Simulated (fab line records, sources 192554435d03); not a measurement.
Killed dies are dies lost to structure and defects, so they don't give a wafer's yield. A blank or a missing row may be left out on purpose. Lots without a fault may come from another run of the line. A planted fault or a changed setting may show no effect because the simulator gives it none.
fab line records | flow n5_finfet
record lots=7 wafers=20 last_day=18
route steps=1938 shown BEOL_M4@1111 BEOL_M9@1437 BEOL_M15@1830 PASSIVATION@1936
lots that met no fault: from a run of the same line without faults
start_h: hours from the record's first day to the start of the lot's first wafer shown | wait_h: hours since the lot's step before | " the same as in the row above | L1.1+2: a row that stands for several wafers | - no value, or no start given | * or withheld: withheld | < > ~ a bound
route shown NAME@n: a module of which the file shows steps, and the number in the route of the first | usual: mean/standard deviation of fault-free wafers | same: alike in all rows | chamber/n: place in a boat | sites: the reading at each site | _std_site: their standard deviation | _edge_site: outer sites' mean less inner sites' | radius_mm: how far each site lies from the wafer's centre | mask NAME#n: copy n | behind: the tool/chamber that last shaped the wafer | hold: why the lot was held/for how many hours/how that ended | device: the transistor (n, p or np) that didn't switch | end of line: the same wafers' tests at the end of the route | a step without rows: its recipe alone | killed: dies lost to structure and defects at the first sort, not the wafer's yield | map: a wafer's dies, x killed, . not, _ none there
set.NAME: the setting as run; set.NAME@STEP: as run at that earlier step | model.NAME: the simulator's own value behind a step, which no gauge read
steps of the route over a sample of lots; a table a step, a row a wafer
services: from which hour (start_h, from the record's first day; less than 0 if before it) a tool's chamber was out of use, for how many hours, and why
## steps
# step N5_BEOL_M4_RC_MEAS_101
# usual DIBL_N=36.3/1.8 DIBL_P=36.5/2.1 IOFF_N=0.16/0.031 IOFF_P=0.22/0.038 ION_N=677/12 ION_P=466/7.8 SS_N=71.5/0.61 SS_P=73.2/0.7 VT_N=249/3 VT_P=-248.9/3
# columns lot.wafer tool chamber start_h wait_h DIBL_N[mV/V] DIBL_P[mV/V] IOFF_N[nA/um] IOFF_P[nA/um] ION_N[uA/um] ION_P[uA/um] SS_N[mV/dec] SS_P[mV/dec] VT_N[mV] VT_P[mV]
L245.1 prober-02 0 200.24 0.0 38.2 38.6 0.20 0.24 693 464 72.0 73.6 247 -246.9
L245.2 " 0 " " 36.2 36.3 0.17 0.20 688 462 71.4 72.0 250 -250.2
L245.5 " 0 " " 39.2 38.9 0.22 0.27 691 466 72.4 73.8 244 -246.2
L247.1 prober-02 0 207.06 0.0 38.6 37.6 0.19 0.25 681 468 71.4 74.4 248 -248.4
L247.4 " 0 " " 36.0 36.0 0.16 0.23 691 473 71.2 73.8 247 -246.6
L247.6 " 0 " " 37.0 36.9 0.17 0.23 694 472 70.9 73.6 248 -249.9
L250.2 prober-02 0 217.02 0.2 35.5 37.0 0.17 0.27 689 478 71.1 73.5 246 -243.1
L250.5 " 0 " " 34.6 35.8 0.15 0.24 687 480 71.0 72.2 249 -246.4
L250.6 " 0 " " 39.3 42.0 0.28 0.38 708 488 72.2 73.6 238 -240.6
L253.1 prober-01 0 236.79 0.0 39.5 38.0 0.17 0.22 673 458 72.5 74.0 249 -249.8
L253.3 " 0 " " 37.6 36.5 0.16 0.22 673 468 71.8 72.9 250 -250.6
L253.6 " 0 " " 40.1 38.6 0.18 0.23 686 466 72.8 74.0 250 -247.5
L256.1 prober-01 0 263.90 0.0 37.1 35.6 0.15 0.21 672 465 72.3 73.7 253 -248.6
L256.4 " 0 " " 38.7 37.7 0.19 0.25 687 471 72.5 73.8 250 -247.8
L256.5 " 0 " " 38.9 38.3 0.18 0.27 679 467 72.9 73.5 250 -247.4
L263.2 prober-02 0 300.58 0.2 33.1 33.0 0.12 0.19 661 466 70.7 71.9 255 -247.7
L263.5 " 0 " " 32.0 31.9 0.11 0.18 666 468 70.4 72.0 249 -250.1
L264.1 prober-02 0 307.68 0.0 32.2 32.2 0.10 0.15 641 449 70.8 72.1 256 -254.0
L264.4 " 0 " " 32.5 32.5 0.11 0.15 671 462 70.4 72.4 255 -252.8
L264.5 " 0 " " 33.8 33.8 0.12 0.17 650 453 70.7 72.5 253 -252.0
# step N5_BEOL_M9_DESCUM_33
# recipe chemistry=O2 time_s=7 source_power_w=50 bias_power_w=20 pressure_mtorr=20 rf_frequency_hz=2.712e+07 temp_c=40 resist=CAR-EUV o2_flow_sccm=225
# usual bias_power_w=20.00/0.068 drypump_motor_current_A=5.9/0.4 oes_product_au=0.78/0.094 rf_vpp_V=243.4/1.2 showerhead_plenum_p_Torr=2.11/0.056 throttle_valve_pct=20.44/0.27
# same time_s=7
# columns lot.wafer tool chamber start_h wait_h bias_power_w drypump_motor_current_A oes_product_au rf_hours_counter_h rf_vpp_V showerhead_plenum_p_Torr throttle_valve_pct
L245.1 rie_diel-03 0 249.06 0.0 19.89 6.2 1.01 0 244.5 2.16 20.50
L245.2 " 3 " " 19.97 6.3 0.90 19 243.2 2.14 20.02
L245.5 " 0 " " 19.97 6.2 1.00 - 245.3 2.16 20.52
L247.1 rie_diel-06 2 251.54 0.0 20.03 5.5 0.79 101 241.9 2.02 20.37
L247.4 " 0 " " 20.01 5.4 0.69 209 242.2 2.07 20.87
L247.6 " 3 " " 19.97 6.0 0.69 - 241.1 1.97 20.72
L250.2 rie_diel-04 2 259.54 0.0 20.00 6.4 0.99 3 242.6 2.13 20.31
L250.5 " 0 " " 19.99 6.1 0.83 - 243.3 2.12 20.04
L250.6 " 1 " " 19.95 6.3 0.73 - 242.7 2.16 20.36
L253.1 rie_diel-06 3 279.43 0.0 19.96 6.0 0.69 228 240.8 1.97 20.73
L253.3 " 0 " " 19.88 5.4 0.69 218 243.2 2.07 20.88
L253.6 " 2 " " 20.04 5.5 0.77 - 240.9 2.02 20.39
L256.1 rie_diel-04 2 311.04 0.0 20.05 6.4 0.93 15 244.5 2.13 20.32
L256.4 " 3 " " 19.87 5.3 0.72 227 243.5 2.15 20.81
L256.5 " 2 " " 19.90 6.4 0.93 - 243.1 2.13 20.33
L263.2 rie_diel-04 1 345.53 0.0 20.05 6.3 0.70 196 243.3 2.15 20.42
L263.5 " 0 " " 19.91 6.1 0.81 - 243.1 2.11 20.09
L264.1 rie_diel-03 0 360.15 0.2 20.10 6.2 0.90 37 243.9 2.14 20.60
L264.4 " 3 " " 19.97 6.3 0.85 - 243.7 2.13 20.07
L264.5 " 2 " " 19.98 5.7 0.77 - 242.5 2.03 20.41
# step N5_BEOL_M9_CURE_72
# recipe temp_c=370 time_s=120 ambient=DMADMS/He material=SiCOH_lowk
# usual lamp_power_pct=52.31/0.05 wafer_temp_C_max=371.6/0.77
# same time_s=120
# columns lot.wafer tool chamber start_h wait_h lamp_power_pct wafer_temp_C_max
L245.1 uv_cure-01 1 249.71 0.0 52.38 371.2
L245.2 " 1 " " 52.39 371.7
L245.5 " 1 " " 52.25 371.2
L247.1 uv_cure-03 2 252.19 0.0 52.32 370.9
L247.4 " 2 " " 52.26 370.3
L247.6 " 2 " " 52.28 371.2
L250.2 uv_cure-03 2 260.29 0.1 52.33 371.2
L250.5 " 2 " " 52.36 371.1
L250.6 " 2 " " 52.34 371.1
L253.1 uv_cure-02 1 280.08 0.0 52.30 371.2
L253.3 " 1 " " 52.28 370.9
L253.6 " 1 " " 52.21 371.2
L256.1 uv_cure-01 1 311.69 0.0 52.32 371.2
L256.4 " 1 " " 52.28 372.1
L256.5 " 1 " " 52.29 371.4
L263.2 uv_cure-02 2 346.29 0.1 52.40 373.1
L263.5 " 2 " " 52.27 372.8
L264.1 uv_cure-03 1 360.80 0.0 52.34 371.5
L264.4 " 1 " " 52.43 370.9
L264.5 " 1 " " 52.36 370.9
# step N5_BEOL_M9_ALD_74
# recipe material=TaN target_thk_a=20 temp_c=275 ald_precursor_family=PDMAT ald_co_reactant=NH3 pressure_torr=3 carrier_flow_sccm=1500 pulse_time_s=2 purge_time_s=3 co_reactant_purge_time_s=2 co_reactant_pulse_time_s=3 ald_cycles=40 precursor_vessel_temp_c=75 precursor_vessel_pressure_torr=26.25 precursor_vessel_carrier_sccm=1000
# usual ald_cycles=40/0 heater_power_w=417/45
# same pulse_time_s=2 purge_time_s=3
# columns lot.wafer tool chamber start_h wait_h ald_cycles heater_power_w
L245.1 ald_metal-04 1 250.18 0.1 40 328
L245.2 " 3 " " 40 455
L245.5 " 0 " " 40 409
L247.1 ald_metal-04 2 253.07 0.0 40 394
L247.4 " 1 " " 40 335
L247.6 " 2 " " 40 399
L250.2 ald_metal-04 0 260.93 0.0 40 413
L250.5 " 3 " " 40 464
L250.6 " 0 " " 40 409
L253.1 ald_metal-04 2 280.65 0.0 40 390
L253.3 " 0 " " 40 414
L253.6 " 0 " " 40 410
L256.1 ald_metal-04 0 312.25 0.0 14 407
L256.4 " 3 " " 40 459
L256.5 " 3 " " 40 457
L263.2 ald_metal-04 3 346.92 0.0 14 464
L263.5 " 3 " " 40 459
L264.1 ald_metal-02 1 361.37 0.1 40 427
L264.4 " 1 " " 40 437
L264.5 " 2 " " 40 474
# step N5_BEOL_M9_SPUTTER_48
# recipe material=Cu target_thk_a=120 temp_c=-20 bias_v=60 power_w=26000 chamber_pressure_pa=0.13 time_s=2
# usual throttle_valve_pct=30.1/0.92
# same time_s=2
# columns lot.wafer tool chamber start_h wait_h throttle_valve_pct
L245.1 pvd_sputter-03 - 250.73 0.1 29.7
L245.2 " - " " 29.1
L245.5 " - " " 31.8
L247.1 pvd_sputter-01 - 253.52 0.1 30.4
L247.4 " - " " 30.0
L247.6 " - " " 29.7
L250.2 pvd_sputter-01 - 261.62 0.3 29.7
L250.5 " - " " 29.7
L250.6 " - " " 30.8
L253.1 pvd_sputter-01 - 281.25 0.1 30.4
L253.3 " - " " 30.0
L253.6 " - " " 30.1
L256.1 pvd_sputter-02 - 312.87 0.2 28.1
L256.4 " - " " 29.5
L256.5 " - " " 27.9
L263.2 pvd_sputter-02 - 349.14 1.3 31.7
L263.5 " - " " 29.7
L264.1 pvd_sputter-03 - 364.14 1.9 31.8
L264.4 " - " " 30.7
L264.5 " - " " 29.6
# step N5_BEOL_M15_RC_MEAS_101
# usual COMB_M10=1.5e-11/3.1e-12 COMB_M11=1.51e-11/2.9e-12 COMB_M12=7.5e-12/1.3e-12 COMB_M12_max_site=1.06e-11/2.4e-12 COMB_M13=5.8e-12/1.1e-12 COMB_M14=4.3e-12/7.2e-13 COMB_M15=3.3e-12/6e-13 COMB_M15_max_site=4.4e-12/8.9e-13 COMB_M5=3.7e-11/6.8e-12 COMB_M6=2.6e-11/5.1e-12 COMB_M7=2.6e-11/4.6e-12 COMB_M7_max_site=3.8e-11/9e-12 COMB_M8=2.6e-11/5.1e-12 COMB_M8_max_site=3.8e-11/1e-11 COMB_M9=1.51e-11/2.7e-12 COMB_M9_max_site=2.1e-11/4.4e-12 SERP_M10=3.08/0.087 SERP_M11=3.12/0.11 SERP_M12=0.640/0.022 SERP_M13=0.313/0.0075 SERP_M13_max_site=0.316/0.0078 SERP_M14=0.160/0.0045 SERP_M5=39.3/2.1 SERP_M6=13.7/0.53 SERP_M7=14.0/0.69 SERP_M8=13.9/0.65 SERP_M9=3.13/0.12
# columns lot.wafer tool chamber start_h wait_h COMB_M10[S/m] COMB_M11[S/m] COMB_M12[S/m] COMB_M12_max_site[S/m] COMB_M13[S/m] COMB_M14[S/m] COMB_M15[S/m] COMB_M15_max_site[S/m] COMB_M5[S/m] COMB_M6[S/m] COMB_M7[S/m] COMB_M7_max_site[S/m] COMB_M8[S/m] COMB_M8_max_site[S/m] COMB_M9[S/m] COMB_M9_max_site[S/m] SERP_M10[ohm/um] SERP_M11[ohm/um] SERP_M12[ohm/um] SERP_M13[ohm/um] SERP_M13_max_site[ohm/um] SERP_M14[ohm/um] SERP_M5[ohm/um] SERP_M6[ohm/um] SERP_M7[ohm/um] SERP_M8[ohm/um] SERP_M9[ohm/um]
L245.1 prober-01 0 297.81 0.0 1.7e-11 1.58e-11 6.6e-12 8.1e-12 4.2e-12 3.4e-12 2.8e-12 4.5e-12 3.1e-11 2.3e-11 2.9e-11 3.9e-11 2.6e-11 3.2e-11 1.41e-11 1.9e-11 3.05 3.23 0.669 0.307 0.310 0.165 40.6 14.0 14.0 13.0 2.96
L245.2 " 0 " " 1.7e-11 1.63e-11 6.4e-12 1.03e-11 6.2e-12 4e-12 2.5e-12 3.7e-12 3.5e-11 2.4e-11 2.8e-11 4.8e-11 2.5e-11 3.3e-11 1.7e-11 2.4e-11 3.00 2.90 0.643 0.313 0.318 0.167 40.4 14.0 14.5 13.9 3.22
L245.5 " 0 " " 1.5e-11 1.22e-11 7.6e-12 1.05e-11 4e-12 4e-12 4e-12 5.5e-12 4.3e-11 2.5e-11 2.7e-11 3.7e-11 2.9e-11 3.6e-11 1.42e-11 1.7e-11 3.02 2.92 0.646 0.310 0.315 0.155 37.9 13.8 14.2 13.2 3.00
L247.1 prober-01 0 302.44 0.0 1.5e-11 2.04e-11 6.6e-12 7.6e-12 4.1e-12 4.2e-12 3.6e-12 4.2e-12 2.8e-11 2.4e-11 3.2e-11 4.7e-11 3.1e-11 4.4e-11 1.41e-11 2e-11 3.09 2.96 0.637 0.310 0.313 0.162 39.2 14.0 13.2 13.3 3.02
L247.4 " 0 " " 1.3e-11 1.6e-11 7.5e-12 1.12e-11 4.9e-12 3.9e-12 4.1e-12 4.7e-12 3.3e-11 2e-11 3.8e-11 6.3e-11 2.5e-11 4.8e-11 1.35e-11 1.8e-11 3.20 3.19 0.628 0.318 0.320 0.170 39.3 13.9 14.3 13.5 3.07
L247.6 " 0 " " 1.8e-11 1.98e-11 6e-12 7.7e-12 4.8e-12 6.6e-12 4.3e-12 6e-12 3.8e-11 2.4e-11 2.9e-11 4.3e-11 3.1e-11 4.1e-11 1.05e-11 1.3e-11 3.03 3.03 0.655 0.314 0.317 0.171 42.6 14.1 14.2 13.6 3.17
L250.2 prober-02 0 310.08 0.2 1.9e-11 1.64e-11 7.6e-12 9.2e-12 8.3e-12 4.6e-12 3.2e-12 4.1e-12 4e-11 2.4e-11 2.2e-11 3.2e-11 2.9e-11 4.7e-11 1.33e-11 2e-11 3.07 3.06 0.652 0.311 0.315 0.159 38.6 13.3 13.4 13.7 3.01
L250.5 " 0 " " 2e-11 1.72e-11 6e-12 1.1e-11 5.7e-12 4.8e-12 3.9e-12 5.9e-12 3e-11 3.1e-11 2.2e-11 3.1e-11 3.1e-11 4.2e-11 1.57e-11 1.9e-11 3.03 3.11 0.652 0.308 0.310 0.158 39.9 14.8 13.2 14.1 3.18
L250.6 " 0 " " 1.7e-11 1.63e-11 8.5e-12 1.63e-11 6.3e-12 5.2e-12 3.4e-12 4.2e-12 3.9e-11 2.4e-11 2.6e-11 3e-11 2.7e-11 4.4e-11 1.27e-11 1.8e-11 3.13 3.09 0.600 0.313 0.314 0.162 35.6 14.4 14.7 13.9 3.26
L253.1 prober-01 0 324.61 0.0 1.5e-11 1.96e-11 8.8e-12 1.29e-11 5.2e-12 5.2e-12 2.9e-12 3.7e-12 3.4e-11 2.3e-11 3.4e-11 4.5e-11 2e-11 2.7e-11 1.38e-11 1.5e-11 3.08 3.06 0.599 0.318 0.323 0.161 42.0 13.5 14.0 13.1 3.21
L253.3 " 0 " " 1.7e-11 1.41e-11 8.8e-12 1.11e-11 7.8e-12 4.6e-12 2.7e-12 3.1e-12 2.9e-11 3.2e-11 3.7e-11 6.9e-11 2.5e-11 3.3e-11 1.22e-11 1.5e-11 3.27 2.90 0.619 0.334 0.337 0.158 40.5 13.9 13.5 12.8 3.02
L253.6 " 0 " " 1.9e-11 1.06e-11 7.8e-12 1.08e-11 4.4e-12 3e-12 3.5e-12 6.1e-12 3.2e-11 2.9e-11 2.6e-11 3.5e-11 2.2e-11 6.2e-11 1.18e-11 1.8e-11 3.06 3.18 0.647 0.321 0.324 0.159 38.2 14.2 13.7 13.8 3.00
L256.1 prober-01 0 354.82 0.0 1.5e-11 1.83e-11 1.03e-11 1.43e-11 6.1e-12 3.8e-12 2.7e-12 3.6e-12 4.1e-11 2.8e-11 2.2e-11 2.7e-11 2.4e-11 2.9e-11 3.93e-10 5.12e-10 2.99 3.15 0.673 0.319 0.323 0.164 37.3 13.6 12.6 14.5 2.78
L256.4 " 0 " " 1.4e-11 1.23e-11 8.9e-12 1.09e-11 5.9e-12 3.3e-12 2.1e-12 2.8e-12 4.3e-11 2.1e-11 2.5e-11 3.3e-11 2.4e-11 3.6e-11 1.1e-11 1.3e-11 3.15 3.23 0.664 0.299 0.301 0.162 40.3 13.1 13.1 13.5 3.13
L256.5 " 0 " " 1.3e-11 1.6e-11 7.8e-12 1.06e-11 4.8e-12 5e-12 2.4e-12 4.1e-12 3.2e-11 2.1e-11 1.9e-11 2.6e-11 2.4e-11 3.1e-11 1.6e-11 2e-11 2.92 3.14 0.644 0.314 0.315 0.157 38.0 12.6 14.1 14.5 3.04
L263.2 prober-02 0 392.54 0.2 1.2e-11 1.87e-11 6.3e-12 9.3e-12 6.3e-12 4.5e-12 2.8e-12 3.4e-12 3.2e-11 2.5e-11 2.3e-11 2.4e-11 1.7e-11 2.4e-11 3.847e-10 6.09e-10 3.13 3.30 0.639 0.321 0.323 0.160 40.7 13.2 13.2 14.0 3.03
L263.5 " 0 " " 1e-11 1.42e-11 5e-12 5.6e-12 6.1e-12 5e-12 3.6e-12 3.9e-12 4.5e-11 2.9e-11 2.3e-11 3.5e-11 1.9e-11 4.4e-11 1.18e-11 1.6e-11 3.02 3.11 0.635 0.309 0.312 0.155 41.5 13.9 14.6 12.8 3.19
L264.1 prober-01 0 406.98 0.0 1.7e-11 1.29e-11 6.9e-12 1.22e-11 7.7e-12 4.9e-12 3.2e-12 4.4e-12 3.3e-11 2.9e-11 3.5e-11 5.2e-11 2.4e-11 5.5e-11 1.42e-11 1.7e-11 3.09 3.07 0.663 0.325 0.327 0.155 34.9 14.8 13.9 13.8 3.03
L264.4 " 0 " " 1.3e-11 8.5e-12 5.9e-12 9.9e-12 7.9e-12 4.2e-12 3.1e-12 5.1e-12 3.1e-11 2.3e-11 3.2e-11 4.4e-11 2.9e-11 4e-11 1.21e-11 1.6e-11 3.06 3.20 0.679 0.320 0.324 0.161 39.6 12.9 14.2 14.2 3.13
L264.5 " 0 " " 1.3e-11 1.2e-11 9.7e-12 1.28e-11 6.3e-12 4.5e-12 4.2e-12 5.8e-12 3e-11 2.7e-11 2.4e-11 5.2e-11 3e-11 5.4e-11 1.41e-11 1.8e-11 3.10 3.09 0.669 0.319 0.321 0.155 36.0 13.9 13.6 14.8 2.89
# sites COMB_M9 radius_mm=0,75,75,75,75,140,140,140,140
L245.1 1.31e-11 6.4e-12 1.44e-11 1.41e-11 1.93e-11 1.76e-11 1.09e-11 1.1e-11 1.52e-11
L247.1 1.41e-11 1.35e-11 1.6e-11 1.38e-11 1.99e-11 1.8e-11 1.3e-11 1.55e-11 1.21e-11
L250.2 2.01e-11 1.42e-11 1.31e-11 8.5e-12 1.39e-11 1.79e-11 1.1e-11 1.24e-11 1.33e-11
L253.1 1.5e-11 1.11e-11 1.4e-11 8.7e-12 9.2e-12 1.47e-11 1.38e-11 1e-11 1.38e-11
L256.1 4.519e-10 3.155e-10 3.93e-10 3.259e-10 3.946e-10 2.234e-10 2.99e-10 5.118e-10 4.377e-10
L263.2 4.882e-10 2.411e-10 4.459e-10 3.847e-10 3.092e-10 6.089e-10 4.016e-10 2.557e-10 3.845e-10
L264.1 1.24e-11 1.57e-11 1.72e-11 1.03e-11 1.34e-11 1.5e-11 1.6e-11 1.42e-11 1.14e-11
# step N5_PASSIVATION_PROBE_49
# usual defect_limited_yield=91.2/1.5 killed_at_M0_to_M3=33/9.6 killed_at_M4_up=14/5.6 killed_at_contacts=14/5.5 killed_at_front_end=40/13 killed_at_other=4/3 killed_dies=104/17 killed_on_rim=14/4.3 killed_open=68/13 killed_short=33/7.2 sort_bin_4_leakage=0.00/0.014 sort_bin_5_function=5.2/0.95 sort_bin_6_memory=3.3/0.62 sort_bin_8_speed=0.00/0.012 sort_n_pass=1076/17 sort_yield_pct=91.2/1.5
# same gross_dies=1180 killed_at_back_side=0
# columns lot.wafer tool chamber start_h wait_h defect_limited_yield[%] killed_at_M0_to_M3 killed_at_M4_up killed_at_contacts killed_at_front_end killed_at_other killed_dies killed_on_rim killed_open killed_short sort_bin_4_leakage[%] sort_bin_5_function[%] sort_bin_6_memory[%] sort_bin_8_speed[%] sort_n_pass sort_yield_pct[%]
L256.1 prober-01 - 372.57 0.0 87.7 36 41 11 49 8 145 18 68 36 2.71 5.8 3.2 0 1035 87.7
L256.4 prober-01 - 372.72 0.2 91.0 19 11 13 54 9 106 19 62 38 0 5.3 3.3 0 1074 91.0
L256.5 prober-01 - 372.77 0.2 90.7 24 9 13 50 14 110 15 69 31 0 5.3 3.5 0 1070 90.7
L263.2 prober-02 - 409.54 0.1 88.8 43 26 15 46 2 132 16 75 29 2.03 4.5 3.9 0 1048 88.8
L263.5 prober-02 - 409.69 0.2 89.8 32 9 22 57 0 120 17 79 40 0 5.8 4.1 0 1060 89.8
# killed by level:class
L256.1 M9:area_ald=32 FIN_SAQP:geometric_particle:open=13 BEOL_M0_SAQP:geometric_particle:open=13 FIN_SAQP:geometric_particle:short=10 STI_FIN_REVEAL:geometric_particle:open=9 BEOL_M0_SAQP:geometric_particle:short=9 MOL_CONTACT_COAG:geometric_particle:open=8 BEOL_M2:geometric_particle:open=6
L256.4 STI_FIN_REVEAL:geometric_particle:open=11 FIN_SAQP:geometric_particle:open=10 MOL_CONTACT_COAG:geometric_particle:open=9 FIN_SAQP:geometric_particle:short=6 ILD0:geometric_particle:short=6 GATE_CUT:geometric_particle:open=6 BEOL_M2:geometric_particle:open=6 BEOL_M0_SAQP:geometric_particle:open=4
L256.5 STI_FIN_REVEAL:geometric_particle:open=18 MOL_CONTACT_COAG:geometric_particle:open=13 FIN_SAQP:geometric_particle:short=8 FIN_SAQP:geometric_particle:open=6 BEOL_M3:geometric_particle:open=6 STARTING-WAFER:geometric_particle:short=5 BEOL_M2:geometric_particle:open=4 PASS1_CAP:geometric_particle:short=4
L263.2 M9:area_ald=24 STI_FIN_REVEAL:geometric_particle:open=19 MOL_CONTACT_COAG:geometric_particle:open=14 BEOL_M3:geometric_particle:open=9 BEOL_M0_SAQP:geometric_particle:open=8 BEOL_M2:geometric_particle:open=6 BEOL_M0_SAQP:geometric_particle:short=6 FIN_SAQP:geometric_particle:open=5
L263.5 STI_FIN_REVEAL:geometric_particle:open=28 MOL_CONTACT_COAG:geometric_particle:open=18 BEOL_M0_SAQP:geometric_particle:short=8 BEOL_M3:geometric_particle:open=7 BEOL_M0_SAQP:geometric_particle:open=6 FIN_SAQP:geometric_particle:open=5 FIN_SAQP:geometric_particle:short=5 BEOL_M1:geometric_particle:short=5
## services
# columns tool chamber start_h hours kind
uv_cure-03 - 226.46 5.7 repair
rie_diel-04 2 234.06 - clean
rie_diel-04 2 234.06 - consumable_replace:focus_ring
rie_diel-04 2 234.06 14.5 scheduled_down
rie_diel-04 2 234.06 14.5 vent_cycle
uv_cure-02 - 271.68 7.5 pm
rie_diel-03 - 272.06 0.8 repair
uv_cure-03 - 291.28 22.2 pm
ald_metal-04 1 303.24 2.4 repair
pvd_sputter-02 - 305.59 2.2 repair
rie_diel-03 3 317.24 8.8 repair
pvd_sputter-01 - 326.95 3.2 repair
uv_cure-01 - 327.76 7.5 pm
ald_metal-02 - 330.33 1.2 repair
rie_diel-04 3 334.18 5.4 repair
ald_metal-02 1 335.24 11.9 repair
rie_diel-06 3 342.84 - clean
rie_diel-06 3 342.84 - consumable_replace:esc
rie_diel-06 3 342.84 - consumable_replace:focus_ring
rie_diel-06 3 342.84 - consumable_replace:showerhead
rie_diel-06 3 342.84 36.3 scheduled_down
rie_diel-06 3 342.84 36.3 vent_cycle
uv_cure-03 - 348.76 0.4 repair
pvd_sputter-02 - 360.36 9.0 repair
## key
first_sign step=N5_BEOL_M9_ALD_74 reading=ald_cycles direction=down sigmas=99+ usual=* struck=*
effect step=N5_BEOL_M15_RC_MEAS_101 reading=COMB_M9 direction=up sigmas=99+ usual=1.51e-11 struck=3.888e-10
effect step=N5_PASSIVATION_PROBE_49 reading=sort_bin_4_leakage direction=up sigmas=28 usual=0.00 struck=2.37
more_kills_born_at N5_BEOL_M9_ALD_74@ald_metal-04=56
met_at N5_BEOL_M9_ALD_74
struck_lots L256,L263
struck_wafers L256.1,L263.2
not_acting_at N5_BEOL_M9_DESCUM_33,N5_BEOL_M9_CURE_72,N5_BEOL_M9_SPUTTER_48
onset_between 280.65 312.25
fault kind=process_parameter_drift tool=ald_metal-04 chamber=- onset_h=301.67 steps=N5_BEOL_M9_ALD_74 channel=ald_cycles offset=* shape=step end_h=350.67 scope=struck_wafers_only acts_in=* stated=*
